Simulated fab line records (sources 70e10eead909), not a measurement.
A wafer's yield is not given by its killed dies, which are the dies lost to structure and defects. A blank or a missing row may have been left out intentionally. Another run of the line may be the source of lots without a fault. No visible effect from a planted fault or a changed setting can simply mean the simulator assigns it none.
Matching of chambers + flow nandHarc + NHARC_P_GATE_DESCUM_31 on rieDiel-04 has 4 sister chambers
The step chemistry O2, time 3 s. 4 wafers are shown with their chamber, then 7 later ones without.

## WAFERS WITH THEIR CHAMBER
| wafer  | chamber | drypumpMotorCurrentA (A) |
|--------|---------|--------------------------|
| L732.1 | 1       | 5.7                      |
| L733.1 | 3       | 5.3                      |
| L734.2 | 0       | 5.7                      |
| L734.4 | 2       | 6.5                      |

## WAFERS WHOSE CHAMBER IS MISSING
| wafer  | drypumpMotorCurrentA (A) |
|--------|--------------------------|
| L734.6 | 5.7                      |
| L737.1 | 6.6                      |
| L737.2 | 5.3                      |
| L737.5 | 6.6                      |
| L736.1 | 6.6                      |
| L736.5 | 5.3                      |
| L736.6 | 6.6                      |

## EACH ONE'S CHAMBER
| wafer  | from the rows above     | in truth |
|--------|-------------------------|----------|
| L734.6 | can't be placed: 0 or 1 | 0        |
| L737.1 | 2                       | 2        |
| L737.2 | 3                       | 3        |
| L737.5 | 2                       | 2        |
| L736.1 | 2                       | 2        |
| L736.5 | 3                       | 3        |
| L736.6 | 2                       | 2        |
Correct placement for 6 of the 7. From these rows, 1 cannot be placed; in 1 the true chamber is one of the candidates. Placed wrongly: 0.
How it was worked out, from the rows above alone: a wafer's distance from a chamber is the root of the sum, over the readings, of the square of ((its reading less the chamber's mean) divided by the reading's scatter). The wafer belongs to the nearest chamber; if the next one is less than 2 further off, it can't be placed. A chamber's mean is the mean of its shown wafers. The scatter: root of mean squared gap, hidden wafer to nearest shown wafer, with one shown wafer a chamber.
